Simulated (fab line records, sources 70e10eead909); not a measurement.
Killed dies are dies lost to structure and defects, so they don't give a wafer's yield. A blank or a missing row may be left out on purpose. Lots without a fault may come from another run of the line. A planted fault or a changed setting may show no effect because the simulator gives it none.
fab line records | flow nand_harc
record lots=24 wafers=72 last_day=24
route steps=1159 shown A_CONTACT@937 A_BLC@983 A_M0@1007
lots that met no fault: from a run of the same line without faults
start_h: hours from the record's first day to the start of the lot's first wafer shown | wait_h: hours since the lot's step before | " the same as in the row above | L1.1+2: a row that stands for several wafers | - no value, or no start given | * or withheld: withheld | < > ~ a bound
route shown NAME@n: a module of which the file shows steps, and the number in the route of the first | usual: mean/standard deviation of fault-free wafers | same: alike in all rows | chamber/n: place in a boat | sites: the reading at each site | _std_site: their standard deviation | _edge_site: outer sites' mean less inner sites' | radius_mm: how far each site lies from the wafer's centre | mask NAME#n: copy n | behind: the tool/chamber that last shaped the wafer | hold: why the lot was held/for how many hours/how that ended | device: the transistor (n, p or np) that didn't switch | end of line: the same wafers' tests at the end of the route | a step without rows: its recipe alone | killed: dies lost to structure and defects at the first sort, not the wafer's yield | map: a wafer's dies, x killed, . not, _ none there
set.NAME: the setting as run; set.NAME@STEP: as run at that earlier step | model.NAME: the simulator's own value behind a step, which no gauge read
steps of the route over a sample of lots; a table a step, a row a wafer
services: from which hour (start_h, from the record's first day; less than 0 if before it) a tool's chamber was out of use, for how many hours, and why
## steps
# step NHARC_A_CONTACT_INSPECT_10
# usual raw_defect_count=28/13
# columns lot.wafer tool chamber start_h wait_h raw_defect_count
L074.3 defect_inspect-02 - 386.06 0.0 27
L074.4 " - " " 16
L074.6 " - " " 25
L075.1 defect_inspect-02 - 392.81 0.0 7
L075.4 " - " " 11
L075.6 " - " " 10
L078.2 defect_inspect-01 - 394.99 0.0 19
L078.5 " - " " 16
L078.6 " - " " 16
L076.2 defect_inspect-01 - 396.45 0.0 34
L076.3 " - " " 39
L076.6 " - " " 24
L077.1 defect_inspect-01 - 399.50 0.0 21
L077.4 " - " " 39
L077.6 " - " " 26
L080.2 defect_inspect-01 - 432.94 0.0 36
L080.3 " - " " 35
L080.5 " - " " 36
L081.1 defect_inspect-01 - 433.98 0.1 35
L081.2 " - " " 36
L081.5 " - " " 39
L082.1 defect_inspect-01 - 440.39 0.0 12
L082.2 " - " " 13
L082.4 " - " " 8
L083.1 defect_inspect-01 - 442.64 0.0 13
L083.4 " - " " 29
L083.5 " - " " 26
L079.3 defect_inspect-02 - 442.68 0.0 5
L079.4 " - " " 9
L079.6 " - " " 8
L084.3 defect_inspect-02 - 444.54 0.0 45
L084.4 " - " " 45
L084.6 " - " " 42
L087.1 defect_inspect-01 - 451.03 0.0 35
L087.3 " - " " 25
L087.5 " - " " 23
L086.1 defect_inspect-01 - 452.18 0.0 22
L086.2 " - " " 33
L086.4 " - " " 42
L085.1 defect_inspect-02 - 476.45 0.0 24
L085.2 " - " " 25
L085.5 " - " " 37
L091.2 defect_inspect-01 - 482.05 0.0 27
L091.3 " - " " 29
L091.6 " - " " 43
L088.3 defect_inspect-02 - 485.09 0.0 31
L088.4 " - " " 33
L088.6 " - " " 26
L090.1 defect_inspect-01 - 490.52 0.0 55
L090.2 " - " " 54
L090.6 " - " " 39
L089.4 defect_inspect-01 - 492.40 0.0 10
L089.5 " - " " 30
L089.6 " - " " 20
L092.2 defect_inspect-02 - 500.28 0.0 38
L092.3 " - " " 30
L092.6 " - " " 38
L093.2 defect_inspect-02 - 505.23 0.0 42
L093.5 " - " " 31
L093.6 " - " " 43
L094.1 defect_inspect-02 - 518.47 0.0 51
L094.2 " - " " 54
L094.4 " - " " 52
L095.2 defect_inspect-01 - 519.87 0.1 14
L095.3 " - " " 25
L095.4 " - " " 20
L097.4 defect_inspect-01 - 524.09 0.0 15
L097.5 " - " " 20
L097.6 " - " " 19
L096.1 defect_inspect-01 - 526.10 0.0 34
L096.3 " - " " 29
L096.4 " - " " 44
# step NHARC_A_CONTACT_ETCH_136
# recipe source_w=withheld pressure_mtorr=20 bias_v=3000 time_s=132 target_depth_a=12870 ar_flow_sccm=withheld c4f8_flow_sccm=withheld o2_flow_sccm=withheld chemistry=C4F8/O2/Ar
# columns lot.wafer tool chamber start_h wait_h rf_hours_counter_h
L074.3 har_cap_etch-01 1 388.06 0.1 -
L074.4 " 0 " " -
L074.6 " 0 " " -
L075.1 har_cap_etch-02 1 394.25 0.1 14
L075.4 " 1 " " -
L075.6 " 0 " " -
L078.2 har_cap_etch-01 0 396.45 0.1 60
L078.5 " 1 " " -
L078.6 " 0 " " -
L076.2 har_cap_etch-02 0 397.84 0.1 15
L076.3 " 0 " " -
L076.6 " 1 " " -
L077.1 har_cap_etch-03 0 400.89 0.1 88
L077.4 " 1 " " -
L077.6 " 1 " " -
L080.2 har_cap_etch-02 1 434.41 0.1 19
L080.3 " 1 " " -
L080.5 " 0 " " -
L081.1 har_cap_etch-03 0 435.40 0.1 92
L081.2 " 1 " " 92
L081.5 " 0 " " -
L082.1 har_cap_etch-02 1 442.64 0.1 21
L082.2 " 0 " " 21
L082.4 " 1 " " -
L083.1 har_cap_etch-03 1 444.24 0.1 94
L083.4 " 1 " " -
L083.5 " 0 " " -
L079.3 har_cap_etch-01 1 444.53 0.1 -
L079.4 " 0 " " -
L079.6 " 1 " " -
L084.3 har_cap_etch-03 0 446.42 0.2 -
L084.4 " 1 " " -
L084.6 " 1 " " -
L087.1 har_cap_etch-03 0 452.43 0.1 96
L087.3 " 0 " " -
L087.5 " 0 " " -
L086.1 har_cap_etch-02 0 453.56 0.1 23
L086.2 " 1 " " 23
L086.4 " 0 " " -
L085.2 har_cap_etch-02 1 477.87 0.1 26
L085.1 " 0 " " 26
L085.5 " 0 " " -
L091.2 har_cap_etch-01 1 483.44 0.1 74
L091.3 " 1 " " -
L091.6 " 0 " " -
L088.3 har_cap_etch-02 0 486.87 0.1 -
L088.4 " 1 " " -
L088.6 " 0 " " -
L090.1 har_cap_etch-03 0 491.90 0.1 101
L090.2 " 1 " " 101
L090.6 " 1 " " -
L089.4 har_cap_etch-01 0 493.87 0.1 -
L089.5 " 1 " " -
L089.6 " 0 " " -
L092.2 har_cap_etch-01 1 501.67 0.1 76
L092.3 " 1 " " -
L092.6 " 1 " " -
L093.2 har_cap_etch-01 1 506.63 0.1 77
L093.5 " 0 " " -
L093.6 " 1 " " -
L094.1 har_cap_etch-03 0 520.03 0.1 107
L094.2 " 1 " " 107
L094.4 " 0 " " -
L095.2 har_cap_etch-01 0 521.43 0.1 80
L095.3 " 0 " " -
L095.4 " 1 " " -
L097.4 har_cap_etch-02 1 525.57 0.1 -
L097.6 " 1 " " -
L097.5 " 0 " " -
L096.1 har_cap_etch-01 0 527.47 0.1 81
L096.3 " 0 " " -
L096.4 " 1 " " -
# step NHARC_A_CONTACT_CVD_19
# recipe target_thk_a=3000 temp_c=300 pressure_torr=40 wf6_flow_sccm=40 h2_flow_sccm=1600 ar_flow_sccm=1560 time_s=802 material=W
# usual heater_power_w=464/35 throttle_valve_pct=7.73/0.18
# columns lot.wafer tool chamber start_h wait_h heater_power_w throttle_valve_pct
L074.4 cvd_w-02 1 - - 455 7.69
L074.3 " 0 " " 443 7.65
L074.6 " 1 " " 454 7.70
L075.1 cvd_w-02 1 - - 447 7.88
L075.4 " 1 " " 462 7.78
L075.6 " 0 " " 435 7.66
L078.2 cvd_w-02 1 - - 464 7.69
L078.6 " 0 " " 443 7.68
L078.5 " 1 " " 456 7.62
L076.2 cvd_w-02 0 - - 430 7.51
L076.3 " 1 " " 443 7.76
L076.6 " 0 " " 430 7.47
L077.1 cvd_w-02 0 - - 434 7.61
L077.4 " 1 " " 447 7.75
L077.6 " 1 " " 464 7.76
L080.2 cvd_w-02 0 - - 431 7.77
L080.3 " 1 " " 463 7.76
L080.5 " 1 " " 469 7.77
L081.2 cvd_w-02 0 - - 433 7.76
L081.1 " 1 " " 461 7.78
L081.5 " 0 " " 443 7.39
L082.2 cvd_w-02 0 - - 423 7.59
L082.1 " 1 " " 456 7.99
L082.4 " 1 " " 466 7.60
L079.3 cvd_w-02 1 - - 465 7.73
L079.4 " 0 " " 424 7.62
L079.6 " 1 " " 459 7.79
L083.1 cvd_w-01 1 - - 518 8.22
L083.4 " 1 " " 525 7.99
L083.5 " 0 " " 501 7.93
L084.3 cvd_w-01 1 - - 517 8.21
L084.4 " 0 " " 498 7.86
L084.6 " 0 " " 505 7.60
L087.1 cvd_w-02 0 - - 431 7.55
L087.3 " 1 " " 459 8.07
L087.5 " 0 " " 424 7.65
L086.1 cvd_w-02 1 - - 460 7.85
L086.2 " 0 " " 433 7.66
L086.4 " 1 " " 455 7.80
L085.2 cvd_w-02 0 - - 452 7.69
L085.1 " 1 " " 448 7.69
L085.5 " 0 " " 434 7.60
L091.2 cvd_w-02 0 - - 425 7.72
L091.3 " 0 " " 423 7.57
L091.6 " 0 " " 436 7.70
L088.4 cvd_w-02 1 - - 465 7.80
L088.3 " 0 " " 436 7.61
L088.6 " 0 " " 440 7.75
L090.1 cvd_w-02 1 - - 477 7.67
L090.2 " 0 " " 416 7.75
L090.6 " 0 " " 448 7.58
L089.4 cvd_w-01 0 - - 495 7.76
L089.5 " 1 " " 553 7.89
L089.6 " 0 " " 506 7.76
L092.2 cvd_w-02 1 - - 457 7.71
L092.3 " 1 " " 458 7.95
L092.6 " 0 " " 432 7.46
L093.2 cvd_w-02 0 - - 433 7.71
L093.5 " 0 " " 431 7.77
L093.6 " 1 " " 450 7.84
L094.1 cvd_w-01 0 - - 494 7.98
L094.2 " 1 " " 555 8.07
L094.4 " 0 " " 493 7.55
L095.2 cvd_w-01 0 - - 480 7.79
L095.4 " 0 " " 486 7.68
L095.3 " 1 " " 528 8.03
L097.4 cvd_w-02 0 - - 445 7.52
L097.6 " 0 " " 449 7.85
L097.5 " 1 " " 455 7.96
L096.1 cvd_w-01 0 - - 498 7.69
L096.4 " 0 " " 489 7.72
L096.3 " 1 " " 554 7.98
# step NHARC_A_BLC_STRIP_21
# recipe o2_flow_sccm=500 ar_flow_sccm=0 bias_w=0 chemistry=O2
# usual drypump_motor_current_A=5.9/0.33 oes_product_au=1.001/0.012 rf_vpp_V=58.0/0.92 showerhead_plenum_p_Torr=3.60/0.13 throttle_valve_pct=17.037/0.0085
# columns lot.wafer tool chamber start_h wait_h drypump_motor_current_A oes_product_au rf_hours_counter_h rf_vpp_V showerhead_plenum_p_Torr throttle_valve_pct
L074.3 rie_diel-13 0 398.97 0.1 5.7 1.016 13 57.8 3.44 17.038
L074.4 " 1 " " 5.7 0.981 13 58.2 3.72 17.023
L074.6 " 0 " " 5.6 1.021 - 57.1 3.44 17.038
L075.4 rie_diel-07 2 399.72 0.1 5.2 0.989 57 58.3 3.74 17.038
L075.1 " 0 " " 5.5 1.005 54 56.9 3.53 17.040
L075.6 " 3 " " 6.4 0.981 - 57.7 3.63 17.039
L078.2 rie_diel-13 2 401.58 0.1 5.7 0.997 11 57.3 3.50 17.036
L078.5 " 3 " " 6.2 0.997 - 59.4 3.76 17.043
L078.6 " 0 " " 5.7 0.997 - 56.8 3.44 17.036
L076.3 rie_diel-13 0 403.80 0.1 5.7 1.000 13 57.3 3.44 17.033
L076.2 " 1 " " 5.7 0.983 13 57.9 3.72 17.038
L076.6 " 2 " " 5.7 0.989 - 58.6 3.50 17.025
L077.4 rie_diel-13 1 406.30 0.1 5.7 0.983 13 59.2 3.72 17.033
L077.1 " 2 " " 5.8 1.002 11 57.8 3.50 17.039
L077.6 " 1 " " 5.7 0.984 - 58.7 3.72 17.032
L080.3 rie_diel-02 1 441.34 0.1 6.4 0.998 10 57.0 3.45 17.049
L080.2 " 0 " " 5.9 0.993 10 57.7 3.74 17.042
L080.5 " 1 " " 6.4 1.006 - 57.2 3.45 17.046
L081.2 rie_diel-02 3 442.09 0.1 6.1 1.012 11 59.7 3.71 17.029
L081.1 " 1 " " 6.4 1.007 10 58.7 3.45 17.032
L081.5 " 2 " " 5.7 0.987 - 55.6 3.42 17.043
L082.1 rie_diel-07 0 448.31 0.1 5.5 1.000 16 56.1 3.52 17.027
L082.4 " 1 " " 5.7 1.008 15 58.0 3.65 17.029
L082.2 " 3 " " 6.4 1.009 16 57.7 3.61 17.030
L079.3 rie_diel-02 3 449.84 0.1 6.2 1.004 12 55.9 3.71 17.025
L079.4 " 2 " " 5.7 0.989 12 58.3 3.42 17.031
L079.6 " 0 " " 5.8 0.986 - 58.4 3.74 17.042
L083.1 rie_diel-02 3 450.39 0.1 6.1 1.018 12 57.9 3.71 17.034
L083.4 " 0 " " 5.8 0.985 11 57.6 3.74 17.035
L083.5 " 3 " " 6.1 1.007 - 57.0 3.71 17.029
L084.3 rie_diel-02 2 452.29 0.1 5.7 0.979 12 58.4 3.42 17.023
L084.4 " 3 " " 6.1 1.005 12 58.2 3.71 17.037
L084.6 " 1 " " 6.4 0.986 - 57.0 3.44 17.032
L087.3 rie_diel-07 2 458.89 0.1 5.1 1.005 19 58.0 3.73 17.033
L087.1 " 3 " " 6.4 1.008 20 58.2 3.61 17.051
L087.5 " 2 " " 5.2 1.014 - 58.6 3.73 17.026
L086.1 rie_diel-07 0 459.94 0.1 5.5 0.992 21 58.1 3.52 17.039
L086.4 " 1 " " 5.7 0.989 20 57.6 3.65 17.036
L086.2 " 3 " " 6.4 0.998 20 58.8 3.61 17.019
L085.2 rie_diel-02 3 487.15 0.1 6.1 0.993 16 57.7 3.70 17.040
L085.1 " 2 " " 5.7 0.973 16 58.3 3.42 17.021
L085.5 " 3 " " 6.1 0.990 - 56.8 3.70 17.036
L091.2 rie_diel-13 3 489.00 0.1 6.2 0.993 2 59.2 3.76 17.036
L091.3 " 0 " " 5.7 1.018 3 57.9 3.43 17.027
L091.6 " 3 " " 6.2 0.996 - 57.6 3.76 17.035
L088.3 rie_diel-02 1 495.87 0.1 6.4 0.999 16 57.9 3.44 17.033
L088.6 " 1 " " 6.4 1.004 - 57.1 3.44 17.047
L088.4 " 0 " " 5.8 0.999 - 57.5 3.74 17.044
L090.2 rie_diel-07 3 501.71 0.1 6.5 1.004 37 56.5 3.60 17.047
L090.1 " 0 " " 5.5 1.003 37 59.1 3.51 17.041
L090.6 " 2 " " 5.2 1.007 - 58.3 3.72 17.034
L089.4 rie_diel-13 2 502.42 0.1 5.7 1.008 4 58.2 3.49 17.042
L089.5 " 0 " " 5.7 1.034 - 56.8 3.43 17.050
L089.6 " 1 " " 5.7 1.009 - 59.7 3.72 17.027
L092.2 rie_diel-07 2 511.58 0.1 5.2 1.001 38 56.0 3.71 17.033
L092.3 " 0 " " 5.5 0.992 42 58.5 3.51 17.039
L092.6 " 1 " " 5.7 1.014 - 57.8 3.64 17.045
L093.2 rie_diel-13 0 516.00 0.1 5.7 1.014 6 56.7 3.43 17.033
L093.5 " 3 " " 6.2 0.995 - 57.2 3.76 17.017
L093.6 " 0 " " 5.7 1.028 - 57.7 3.43 17.035
L094.4 rie_diel-13 2 526.90 0.3 5.7 1.001 8 58.7 3.49 17.026
L094.1 " 3 " " 6.2 0.992 7 58.6 3.76 17.039
L094.2 " 1 " " 5.7 1.003 7 56.4 3.71 17.049
L095.2 rie_diel-02 2 527.57 0.1 5.7 1.005 2 56.7 3.42 17.037
L095.3 " 3 " " 6.0 1.001 2 58.0 3.70 17.027
L095.4 " 1 " " 6.4 0.989 2 58.8 3.44 17.043
L097.4 rie_diel-13 1 534.83 0.1 5.7 1.010 8 57.8 3.71 17.043
L097.6 " 2 " " 5.7 1.002 - 58.0 3.49 17.026
L097.5 " 3 " " 6.2 1.006 - 59.3 3.76 17.036
L096.1 rie_diel-02 3 536.76 0.1 6.0 1.001 3 55.9 3.70 17.038
L096.3 " 0 " " 5.9 1.007 3 59.3 3.73 17.044
L096.4 " 2 " " 5.7 1.018 2 58.5 3.42 17.038
# step NHARC_A_M0_DESCUM_14
# recipe time_s=3 o2_flow_sccm=200 ar_flow_sccm=0 bias_power_w=0 chemistry=O2
# usual drypump_motor_current_A=5.67/0.29 oes_product_au=0.998/0.012 rf_vpp_V=57.9/0.86 showerhead_plenum_p_Torr=1.96/0.083 throttle_valve_pct=11.310/0.0084
# columns lot.wafer tool chamber start_h wait_h drypump_motor_current_A oes_product_au rf_hours_counter_h rf_vpp_V showerhead_plenum_p_Torr throttle_valve_pct
L074.4 rie_diel-08 3 402.57 0.1 6.03 0.962 8 57.2 2.02 11.308
L074.3 " 1 " " 5.55 0.977 9 57.1 1.91 11.327
L074.6 " 2 " " 5.32 1.000 - 56.3 1.85 11.312
L075.4 rie_diel-05 1 402.91 0.1 5.53 0.994 4 57.2 1.80 11.312
L075.1 " 2 " " 6.16 0.998 4 57.2 1.87 11.311
L075.6 " 1 " " 5.51 0.989 - 56.9 1.80 11.312
L078.2 rie_diel-08 3 404.49 0.1 6.00 0.977 8 59.3 2.02 11.311
L078.5 " 2 " " 5.33 1.005 - 56.4 1.85 11.316
L078.6 " 3 " " 6.00 0.977 - 57.7 2.02 11.304
L076.2 rie_diel-01 3 412.72 0.1 5.13 1.009 5 56.7 2.01 11.312
L076.3 " 1 " " 5.84 1.007 4 60.0 2.01 11.310
L076.6 " 2 " " 5.84 0.997 - 58.6 2.01 11.319
L077.4 rie_diel-08 3 413.11 0.1 6.03 0.972 9 59.0 2.02 11.306
L077.1 " 0 " " 5.57 0.997 10 57.9 2.06 11.308
L077.6 " 3 " " 6.00 0.982 - 56.9 2.02 11.303
L080.2 rie_diel-05 0 445.35 0.1 6.16 0.993 7 57.5 2.04 11.308
L080.3 " 1 " " 5.52 0.988 6 56.4 1.80 11.321
L080.5 " 2 " " 6.14 1.014 - 57.4 1.87 11.306
L081.2 rie_diel-08 2 445.80 0.1 5.31 1.017 12 56.9 1.84 11.310
L081.1 " 3 " " 6.03 0.984 11 58.5 2.02 11.327
L081.5 " 3 " " 6.02 0.978 - 57.7 2.02 11.304
L082.2 rie_diel-08 3 451.89 0.1 6.00 0.982 11 58.3 2.02 11.311
L082.4 " 0 " " 5.56 1.009 12 58.3 2.06 11.307
L082.1 " 1 " " 5.52 1.000 13 56.6 1.91 11.307
L079.3 rie_diel-08 3 452.88 0.1 6.01 0.980 11 58.9 2.02 11.308
L079.4 " 0 " " 5.62 1.013 12 58.3 2.06 11.294
L079.6 " 2 " " 5.32 1.015 - 57.4 1.84 11.314
L083.1 rie_diel-01 2 453.65 0.1 5.85 0.993 7 58.9 2.00 11.299
L083.4 " 3 " " 5.15 1.018 7 58.6 2.01 11.307
L083.5 " 0 " " 5.63 1.007 - 59.7 1.95 11.315
L084.3 rie_diel-01 0 456.52 0.1 5.61 0.992 7 58.2 1.95 11.301
L084.4 " 1 " " 5.81 0.995 7 59.3 2.01 11.316
L084.6 " 0 " " 5.62 0.999 - 57.7 1.95 11.304
L087.3 rie_diel-05 1 461.94 0.1 5.52 1.002 6 57.4 1.80 11.311
L087.1 " 3 " " 5.67 0.984 7 57.3 2.00 11.321
L087.5 " 0 " " 6.16 0.997 - 59.6 2.04 11.316
L086.2 rie_diel-05 1 462.85 0.1 5.51 1.002 6 57.7 1.80 11.326
L086.4 " 2 " " 6.12 1.007 8 58.5 1.87 11.300
L086.1 " 3 " " 5.69 0.987 7 58.4 2.00 11.318
L085.1 rie_diel-08 0 494.23 0.1 5.61 1.015 0 57.3 2.06 11.315
L085.2 " 1 " " 5.53 1.010 0 57.0 1.91 11.305
L085.5 " 3 " " 5.99 1.003 - 58.3 2.02 11.314
L091.3 rie_diel-08 0 495.36 0.1 5.59 1.017 0 58.5 2.06 11.306
L091.2 " 1 " " 5.55 1.003 0 57.0 1.91 11.313
L091.6 " 3 " " 6.03 0.999 - 60.0 2.02 11.314
L088.3 rie_diel-08 3 501.45 0.1 6.02 0.994 2 58.4 2.02 11.306
L088.4 " 2 " " 5.34 0.979 1 58.0 1.84 11.315
L088.6 " 3 " " 6.06 0.990 - 59.0 2.02 11.301
L090.1 rie_diel-05 1 509.48 0.1 5.52 0.991 9 58.8 1.80 11.305
L090.2 " 2 " " 6.10 1.010 11 57.7 1.87 11.312
L090.6 " 2 " " 6.09 1.013 - 58.5 1.87 11.309
L089.4 rie_diel-08 2 509.51 0.1 5.31 1.005 2 56.9 1.84 11.301
L089.6 " 2 " " 5.32 0.997 - 57.8 1.84 11.322
L089.5 " 3 " " 5.97 1.003 - 58.6 2.02 11.315
L092.3 rie_diel-01 0 515.62 0.1 5.63 1.003 1 59.1 1.95 11.314
L092.2 " 1 " " 5.82 0.996 1 58.7 2.01 11.318
L092.6 " 3 " " 5.12 0.994 - 58.6 2.01 11.309
L093.2 rie_diel-08 3 519.02 0.1 6.00 0.993 3 57.7 2.02 11.310
L093.5 " 0 " " 5.59 1.011 - 58.2 2.06 11.300
L093.6 " 1 " " 5.53 0.999 - 58.2 1.91 11.312
L094.1 rie_diel-08 2 534.35 0.1 5.35 0.989 4 56.9 1.84 11.313
L094.2 " 3 " " 6.00 0.984 4 58.1 2.02 11.317
L094.4 " 0 " " 5.56 1.013 4 58.6 2.05 11.307
L095.2 rie_diel-01 0 534.90 0.1 5.63 0.986 2 57.0 1.95 11.310
L095.3 " 1 " " 5.80 0.986 2 59.3 2.01 11.322
L095.4 " 2 " " 5.84 0.997 2 57.2 2.00 11.319
L097.4 rie_diel-08 3 537.57 0.1 5.99 0.983 5 56.4 2.02 11.315
L097.6 " 3 " " 5.96 0.993 - 57.9 2.02 11.323
L097.5 " 0 " " 5.58 1.006 - 57.3 2.05 11.308
L096.4 rie_diel-01 3 541.90 0.1 5.16 0.982 3 57.7 2.01 11.307
L096.3 " 1 " " 5.83 0.999 3 59.1 2.01 11.315
L096.1 " 2 " " 5.80 0.988 3 58.7 2.00 11.317
# step NHARC_A_M0_ETCH_34
# recipe target_depth_a=400 overetch_a=120 time_s=43.94 ion_energy_ev=200 n2_flow_sccm=150 h2_flow_sccm=150 ar_flow_sccm=0 rf_w=400 bias_w=150 chemistry=N2/H2
# usual drypump_motor_current_A=5.66/0.29 oes_product_au=0.997/0.011 rf_vpp_V=431.8/2.6 showerhead_plenum_p_Torr=2.09/0.089 throttle_valve_pct=14.170/0.0087
# columns lot.wafer tool chamber start_h wait_h drypump_motor_current_A oes_product_au rf_hours_counter_h rf_vpp_V showerhead_plenum_p_Torr throttle_valve_pct
L074.4 rie_diel-08 3 402.65 0.1 6.00 0.972 8 434.2 2.16 14.161
L074.3 " 0 " " 5.60 0.996 9 434.8 2.20 14.168
L074.6 " 0 " " 5.59 0.992 - 435.4 2.20 14.185
L075.1 rie_diel-05 0 403.00 0.1 6.17 0.978 4 433.7 2.18 14.178
L075.4 " 1 " " 5.53 1.006 4 426.6 1.91 14.179
L075.6 " 0 " " 6.16 0.988 - 433.9 2.18 14.182
L078.2 rie_diel-08 2 404.57 0.1 5.34 1.021 9 427.3 1.97 14.182
L078.6 " 2 " " 5.34 1.023 - 427.1 1.97 14.161
L078.5 " 3 " " 6.01 0.974 - 432.9 2.16 14.163
L076.2 rie_diel-01 1 412.79 0.1 5.81 1.005 4 431.9 2.14 14.171
L076.3 " 2 " " 5.87 1.000 4 431.9 2.14 14.159
L076.6 " 2 " " 5.87 1.004 - 433.7 2.14 14.178
L077.4 rie_diel-08 2 413.19 0.1 5.33 1.003 9 427.8 1.96 14.188
L077.1 " 1 " " 5.61 0.993 10 430.6 2.04 14.159
L077.6 " 3 " " 6.04 0.978 - 434.6 2.16 14.158
L080.3 rie_diel-05 2 445.42 0.1 6.15 1.007 7 428.5 1.99 14.165
L080.2 " 0 " " 6.14 0.984 7 435.2 2.18 14.179
L080.5 " 2 " " 6.15 0.998 - 428.1 1.99 14.162
L081.2 rie_diel-08 1 445.89 0.1 5.63 0.987 13 431.1 2.04 14.165
L081.1 " 3 " " 6.01 0.985 11 433.5 2.16 14.169
L081.5 " 1 " " 5.53 0.986 - 431.1 2.04 14.178
L082.2 rie_diel-08 1 451.97 0.1 5.56 0.988 13 430.1 2.04 14.171
L082.4 " 2 " " 5.31 1.014 12 429.5 1.96 14.176
L082.1 " 0 " " 5.56 1.019 12 434.9 2.20 14.160
L079.3 rie_diel-08 3 452.95 0.1 6.01 0.979 11 434.4 2.16 14.182
L079.4 " 1 " " 5.50 0.993 13 431.0 2.04 14.176
L079.6 " 2 " " 5.33 1.012 - 430.0 1.96 14.171
L083.1 rie_diel-01 1 453.73 0.1 5.83 1.000 7 432.9 2.14 14.172
L083.4 " 2 " " 5.86 1.006 7 433.6 2.14 14.164
L083.5 " 0 " " 5.64 1.001 - 431.1 2.08 14.162
L084.4 rie_diel-01 2 456.62 0.1 5.84 1.002 7 433.1 2.14 14.176
L084.3 " 3 " " 5.15 1.007 7 432.9 2.15 14.170
L084.6 " 0 " " 5.62 0.996 - 431.9 2.08 14.172
L087.3 rie_diel-05 0 462.01 0.1 6.17 0.992 7 435.6 2.17 14.172
L087.1 " 3 " " 5.66 0.990 7 432.6 2.13 14.168
L087.5 " 1 " " 5.51 0.987 - 425.6 1.91 14.165
L086.2 rie_diel-05 0 462.93 0.1 6.23 0.995 7 435.3 2.17 14.181
L086.1 " 1 " " 5.51 1.001 6 426.3 1.91 14.166
L086.4 " 2 " " 6.15 1.017 8 429.5 1.99 14.172
L085.1 rie_diel-08 3 494.30 0.1 5.95 0.998 1 431.9 2.16 14.176
L085.2 " 0 " " 5.59 1.012 0 434.5 2.20 14.173
L085.5 " 1 " " 5.55 0.999 - 431.3 2.04 14.167
L091.2 rie_diel-08 2 495.44 0.1 5.33 0.981 1 427.6 1.96 14.178
L091.3 " 0 " " 5.57 1.010 0 433.1 2.20 14.169
L091.6 " 3 " " 5.97 0.997 - 434.7 2.16 14.162
L088.3 rie_diel-08 3 501.55 0.1 6.02 0.996 2 432.7 2.16 14.178
L088.4 " 0 " " 5.62 1.008 1 434.7 2.20 14.174
L088.6 " 1 " " 5.56 1.004 - 430.0 2.04 14.178
L090.1 rie_diel-05 3 509.57 0.1 5.68 0.989 11 433.3 2.13 14.171
L090.2 " 0 " " 6.17 0.987 10 434.9 2.17 14.162
L090.6 " 3 " " 5.67 0.984 - 433.6 2.13 14.161
L089.4 rie_diel-08 0 509.60 0.1 5.63 1.011 2 434.1 2.20 14.158
L089.6 " 0 " " 5.63 1.019 - 434.3 2.19 14.173
L089.5 " 1 " " 5.55 1.013 - 429.6 2.04 14.171
L092.3 rie_diel-01 3 515.69 0.1 5.12 0.989 1 433.2 2.14 14.174
L092.2 " 2 " " 5.82 1.008 1 431.9 2.14 14.177
L092.6 " 3 " " 5.13 0.994 - 432.4 2.14 14.165
L093.2 rie_diel-08 2 519.09 0.1 5.32 0.997 3 427.6 1.96 14.179
L093.6 " 3 " " 6.00 0.996 - 434.9 2.16 14.164
L093.5 " 0 " " 5.59 1.019 - 435.2 2.20 14.167
L094.1 rie_diel-08 1 534.42 0.1 5.57 0.998 4 430.8 2.04 14.161
L094.2 " 3 " " 6.02 0.992 5 433.8 2.16 14.167
L094.4 " 0 " " 5.57 1.014 4 436.8 2.19 14.156
L095.2 rie_diel-01 0 534.98 0.1 5.63 0.999 2 432.7 2.08 14.164
L095.3 " 1 " " 5.82 0.987 2 432.4 2.14 14.151
L095.4 " 2 " " 5.87 0.987 2 434.0 2.14 14.162
L097.4 rie_diel-08 3 537.66 0.1 6.03 0.986 5 432.0 2.16 14.160
L097.5 " 2 " " 5.34 0.987 - 429.9 1.96 14.156
L097.6 " 3 " " 6.05 0.986 - 433.8 2.16 14.165
L096.1 rie_diel-01 3 541.98 0.1 5.14 0.993 3 434.5 2.14 14.176
L096.3 " 1 " " 5.82 0.989 3 433.6 2.14 14.177
L096.4 " 2 " " 5.88 0.993 3 433.4 2.14 14.170
## services
# columns tool chamber start_h hours kind
rie_diel-13 2 371.97 12.1 repair
cvd_w-02 - 379.06 13.0 pm
rie_diel-01 2 383.43 5.0 repair
rie_diel-13 2 394.25 3.6 repair
har_cap_etch-02 - 403.29 0.7 repair
rie_diel-05 1 404.34 19.3 repair
rie_diel-07 - 405.48 9.0 pm
har_cap_etch-02 - 409.52 0.7 repair
cvd_w-01 1 420.41 14.3 repair
rie_diel-05 0 421.02 11.1 repair
rie_diel-05 3 434.95 1.4 repair
rie_diel-05 - 435.34 1.6 repair
rie_diel-05 - 438.52 2.7 repair
rie_diel-13 - 453.00 9.0 pm
rie_diel-02 0 464.72 7.9 repair
rie_diel-13 3 469.46 6.8 repair
rie_diel-08 - 478.80 9.0 pm
cvd_w-01 - 481.26 13.0 pm
rie_diel-13 1 487.77 3.1 repair
rie_diel-01 - 491.92 9.0 pm
rie_diel-02 2 493.56 11.3 repair
rie_diel-02 - 504.71 9.0 pm
rie_diel-05 - 517.60 9.0 pm
rie_diel-13 - 536.47 0.5 repair
## key
fault none
